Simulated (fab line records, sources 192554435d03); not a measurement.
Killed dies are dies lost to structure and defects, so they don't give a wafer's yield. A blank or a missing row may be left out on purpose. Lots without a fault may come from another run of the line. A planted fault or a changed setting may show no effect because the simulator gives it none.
Which tool did it? | flow n5_finfet | 9 lots, 27 wafers sampled, at 4 steps of a route of 1938

WHAT THE GAUGES READ, wafer by wafer
The record holds no reading of a measuring or inspecting step that can be judged against a usual standard deviation.

WHICH TOOL RAN EACH LOT (tool, then ch and the chambers of the sampled wafers, then the start)
lot  | N5_BEOL_M12_STRIP_64                 | N5_BEOL_M13_ETCH_59                | N5_BEOL_M13_VIA_ETCH_16            | N5_BEOL_M13_ETCH_67
L374 | plasma_asher-01 ch 0,1, day 10 11:18 | rie_diel-02 ch 0,2,3, day 10 18:15 | rie_diel-02 ch 0,2,3, day 10 18:18 | rie_diel-04 ch 0,2,3, day 10 19:36
L377 | plasma_asher-02 ch 0,1, day 10 23:55 | rie_diel-04 ch 0,3, day 11 04:51   | rie_diel-04 ch 0,3, day 11 04:54   | rie_diel-04 ch 2,3, day 11 05:55
L378 | plasma_asher-01 ch 1, day 11 01:10   | rie_diel-02 ch 0,1,2, day 11 05:28 | rie_diel-02 ch 0,1,2, day 11 05:31 | rie_diel-02 ch 2,3, day 11 06:32
L379 | plasma_asher-01 ch 0,1, day 11 20:24 | rie_diel-02 ch 0,1,2, day 12 00:02 | rie_diel-02 ch 0,1,2, day 12 00:05 | rie_diel-02 ch 0,1,3, day 12 00:59
L381 | plasma_asher-01 ch 0,1, day 12 15:01 | rie_diel-02 ch 0,2, day 12 18:35   | rie_diel-02 ch 0,2, day 12 18:38   | rie_diel-02 ch 2,3, day 12 20:01
L383 | plasma_asher-01 ch 0,1, day 13 07:03 | rie_diel-02 ch 1,2,3, day 13 12:11 | rie_diel-02 ch 1,2,3, day 13 12:14 | rie_diel-02 ch 0,3, day 13 13:16
L394 | plasma_asher-02 ch 0,1, day 16 06:49 | rie_diel-02 ch 0,2, day 16 11:50   | rie_diel-02 ch 0,2, day 16 11:53   | rie_diel-05 ch 0,2, day 16 12:46
L395 | plasma_asher-02 ch 0,1, day 16 07:05 | rie_diel-04 ch 0,2,3, day 16 16:16 | rie_diel-04 ch 0,2,3, day 16 16:19 | rie_diel-02 ch 1,2,3, day 16 17:20
L397 | plasma_asher-01 ch 0,1, day 17 02:25 | rie_diel-02 ch 0,1,3, day 17 06:15 | rie_diel-02 ch 0,1,3, day 17 06:18 | rie_diel-02 ch 0,2, day 17 07:19
- N5_BEOL_M12_STRIP_64: strips in N2/H2.
- N5_BEOL_M13_ETCH_59: etches BARC in N2/H2, target depth 89 nm, overetch 26.7 nm, time 67.9 s.
- N5_BEOL_M13_VIA_ETCH_16: etches SiOC in C4F8/O2/Ar, target depth 921.7 nm.
- N5_BEOL_M13_ETCH_67: etches SiARC in CF4, target depth 143 nm, time 238.3 s.

WHAT THE TOOLS THEMSELVES READ (means of the sampled wafers that have a number; where no wafer has one, the mark that the record gives instead)
N5_BEOL_M12_STRIP_64. Usual: drypump_motor_current_A 5.8 A, standard deviation 0.4; h2_flow_sccm 3249 sccm, standard deviation 10; heater_power_w 326 W, standard deviation 24; oes_product_au 0.715 a.u., standard deviation 0.0045; strip_time_to_endpoint_s 31.33 s, standard deviation 0.099.
lot  | tool            | drypump_motor_current_A (A) | h2_flow_sccm (sccm) | heater_power_w (W) | oes_product_au (a.u.) | strip_time_to_endpoint_s (s) | flag
L374 | plasma_asher-01 | 6.2                         | 3249                | 314                | 0.717                 | 31.42                        |
L377 | plasma_asher-02 | 5.4                         | 3256                | 342                | 0.713                 | 31.35                        |
L378 | plasma_asher-01 | 6.1                         | 3235                | 343                | 0.717                 | 31.22                        |
L379 | plasma_asher-01 | 6.1                         | 3246                | 327                | 0.718                 | 31.16                        |
L381 | plasma_asher-01 | 6.1                         | 3255                | 326                | 0.713                 | 31.32                        |
L383 | plasma_asher-01 | 6.2                         | 3244                | 313                | 0.713                 | 31.42                        |
L394 | plasma_asher-02 | 5.4                         | 3254                | 339                | 0.712                 | 31.52                        |
L395 | plasma_asher-02 | 5.4                         | 3247                | 341                | 0.714                 | 31.17                        |
L397 | plasma_asher-01 | 6.1                         | 3247                | 329                | 0.717                 | 31.39                        |

N5_BEOL_M13_ETCH_59. Usual: bias_w 150.0 W, standard deviation 0.41; chamber_pressure_mTorr 29.998 mTorr, standard deviation 0.028; drypump_motor_current_A 5.8 A, standard deviation 0.56; h2_flow_sccm 200.0 sccm, standard deviation 0.57; oes_product_au 0.72 a.u., standard deviation 0.067; rf_fwd_power_W 832 W, standard deviation 3.9; rf_vpp_V 524.9 V, standard deviation 2.3; showerhead_plenum_p_Torr 2.57 Torr, standard deviation 0.077; throttle_valve_pct 17.80 %, standard deviation 0.27.
lot  | tool        | bias_w (W) | chamber_pressure_mTorr (mTorr) | drypump_motor_current_A (A) | h2_flow_sccm (sccm) | oes_product_au (a.u.) | rf_fwd_power_W (W) | rf_vpp_V (V) | showerhead_plenum_p_Torr (Torr) | throttle_valve_pct (%) | flag
L374 | rie_diel-02 | 150.3      | 29.986                         | 6.1                         | 200.1               | 0.72                  | 832                | 525.6        | 2.60                            | 17.89                  |
L377 | rie_diel-04 | 150.1      | 29.966                         | 5.5                         | 200.1               | 0.78                  | 832                | 526.9        | 2.65                            | 17.54                  |
L378 | rie_diel-02 | 150.1      | 30.012                         | 6.0                         | 199.7               | 0.76                  | 835                | 526.0        | 2.58                            | 17.88                  |
L379 | rie_diel-02 | 149.6      | 30.016                         | 6.0                         | 199.3               | 0.75                  | 837                | 525.0        | 2.58                            | 17.89                  |
L381 | rie_diel-02 | 134.8      | 29.981                         | 5.7                         | 200.5               | 0.76                  | 834                | 492.6        | 2.65                            | 17.77                  | OFF
L383 | rie_diel-02 | 134.9      | 29.967                         | 6.5                         | 200.1               | 0.68                  | 831                | 489.6        | 2.53                            | 18.04                  | OFF
L394 | rie_diel-02 | 150.0      | 30.002                         | 5.6                         | 199.9               | 0.73                  | 834                | 526.8        | 2.64                            | 17.82                  |
L395 | rie_diel-04 | 150.0      | 30.005                         | 5.5                         | 199.7               | 0.74                  | 830                | 526.3        | 2.61                            | 17.63                  |
L397 | rie_diel-02 | 150.2      | 30.000                         | 5.9                         | 200.2               | 0.69                  | 834                | 525.2        | 2.56                            | 17.89                  |

N5_BEOL_M13_VIA_ETCH_16. Usual: bias_w 700.0 W, standard deviation 1.7; chamber_pressure_mTorr 29.996 mTorr, standard deviation 0.027; drypump_motor_current_A 5.8 A, standard deviation 0.56; oes_product_au 0.76 a.u., standard deviation 0.076; rf_fwd_power_W 2992 W, standard deviation 9.5; rf_vpp_V 667 V, standard deviation 3; showerhead_plenum_p_Torr 3.46 Torr, standard deviation 0.095; throttle_valve_pct 24.14 %, standard deviation 0.26.
lot  | tool        | bias_w (W) | chamber_pressure_mTorr (mTorr) | drypump_motor_current_A (A) | oes_product_au (a.u.) | rf_fwd_power_W (W) | rf_vpp_V (V) | showerhead_plenum_p_Torr (Torr) | throttle_valve_pct (%) | flag
L374 | rie_diel-02 | 702.3      | 30.004                         | 6.1                         | 0.77                  | 2999               | 668          | 3.48                            | 24.21                  |
L377 | rie_diel-04 | 700.1      | 30.018                         | 5.5                         | 0.82                  | 3001               | 670          | 3.57                            | 23.98                  |
L378 | rie_diel-02 | 702.3      | 29.999                         | 6.0                         | 0.80                  | 2993               | 668          | 3.47                            | 24.20                  |
L379 | rie_diel-02 | 698.8      | 29.971                         | 6.0                         | 0.80                  | 2990               | 667          | 3.47                            | 24.20                  |
L381 | rie_diel-02 | 699.1      | 29.991                         | 5.6                         | 0.81                  | 2986               | 669          | 3.53                            | 24.04                  |
L383 | rie_diel-02 | 700.8      | 30.003                         | 6.5                         | 0.72                  | 2992               | 665          | 3.40                            | 24.41                  |
L394 | rie_diel-02 | 698.5      | 29.995                         | 5.7                         | 0.77                  | 2996               | 669          | 3.52                            | 24.08                  |
L395 | rie_diel-04 | 701.3      | 29.996                         | 5.5                         | 0.79                  | 2979               | 669          | 3.52                            | 24.07                  |
L397 | rie_diel-02 | 700.7      | 29.979                         | 5.9                         | 0.74                  | 2990               | 666          | 3.44                            | 24.18                  |

N5_BEOL_M13_ETCH_67. Usual: bias_w 35.98 W, standard deviation 0.12; chamber_pressure_mTorr 40.00 mTorr, standard deviation 0.035; drypump_motor_current_A 5.9 A, standard deviation 0.56; etch_rf_on_time_s 240 s, standard deviation 7.6; oes_product_au 0.71 a.u., standard deviation 0.078; rf_fwd_power_W 543.1 W, standard deviation 1.7; rf_vpp_V 184.3 V, standard deviation 1.2; showerhead_plenum_p_Torr 2.16 Torr, standard deviation 0.07; throttle_valve_pct 15.55 %, standard deviation 0.23.
lot  | tool        | bias_w (W) | chamber_pressure_mTorr (mTorr) | drypump_motor_current_A (A) | etch_rf_on_time_s (s) | oes_product_au (a.u.) | rf_fwd_power_W (W) | rf_vpp_V (V) | showerhead_plenum_p_Torr (Torr) | throttle_valve_pct (%) | flag
L374 | rie_diel-04 | 36.12      | 40.03                          | 5.5                         | 241                   | 0.72                  | 541.9              | 185.3        | 2.22                            | 15.50                  |
L377 | rie_diel-04 | 36.00      | 39.99                          | 5.5                         | 239                   | 0.70                  | 542.7              | 185.3        | 2.25                            | 15.37                  |
L378 | rie_diel-02 | 35.90      | 40.01                          | 6.5                         | 247                   | 0.65                  | 541.6              | 184.0        | 2.14                            | 15.81                  |
L379 | rie_diel-02 | 35.99      | 40.02                          | 5.9                         | 239                   | 0.73                  | 543.7              | 184.2        | 2.17                            | 15.53                  |
L381 | rie_diel-02 | 36.10      | 39.99                          | 6.6                         | 247                   | 0.64                  | 545.4              | 183.8        | 2.13                            | 15.83                  |
L383 | rie_diel-02 | 36.01      | 40.00                          | 6.0                         | 244                   | 0.68                  | 542.0              | 184.3        | 2.17                            | 15.63                  |
L394 | rie_diel-05 | 35.97      | 39.98                          | 5.8                         | 237                   | 0.77                  | 542.4              | 184.2        | 2.15                            | 15.34                  |
L395 | rie_diel-02 | 35.95      | 39.99                          | 6.5                         | 245                   | 0.65                  | 545.6              | 183.5        | 2.12                            | 15.80                  |
L397 | rie_diel-02 | 35.90      | 40.01                          | 5.6                         | 231                   | 0.73                  | 543.2              | 184.7        | 2.22                            | 15.58                  |

THE ANSWER, worked out from the rows above alone
Rule: a lot is off if the mean of its wafers that have a number lies more than 3 standard deviations from the usual mean. A lot without any number at a reading at which 4 lots or more have one is off too. The other lots that the step has rows for count as sound. The gauges are gone through in route order, then the tools' own readings, and for those a lot's mean is taken as printed above. The first step at which some lot is off is used, and at that step the reading that is off furthest; a lot without a number counts as furthest.
Off: L381, L383, at N5_BEOL_M13_ETCH_59 (bias_w).
A tool fits if, at that step or a process step before it, it ran every lot that is off, and no sound lot after the first of them. None of those tried fits.

WHAT THE SIMULATOR HAD PUT IN
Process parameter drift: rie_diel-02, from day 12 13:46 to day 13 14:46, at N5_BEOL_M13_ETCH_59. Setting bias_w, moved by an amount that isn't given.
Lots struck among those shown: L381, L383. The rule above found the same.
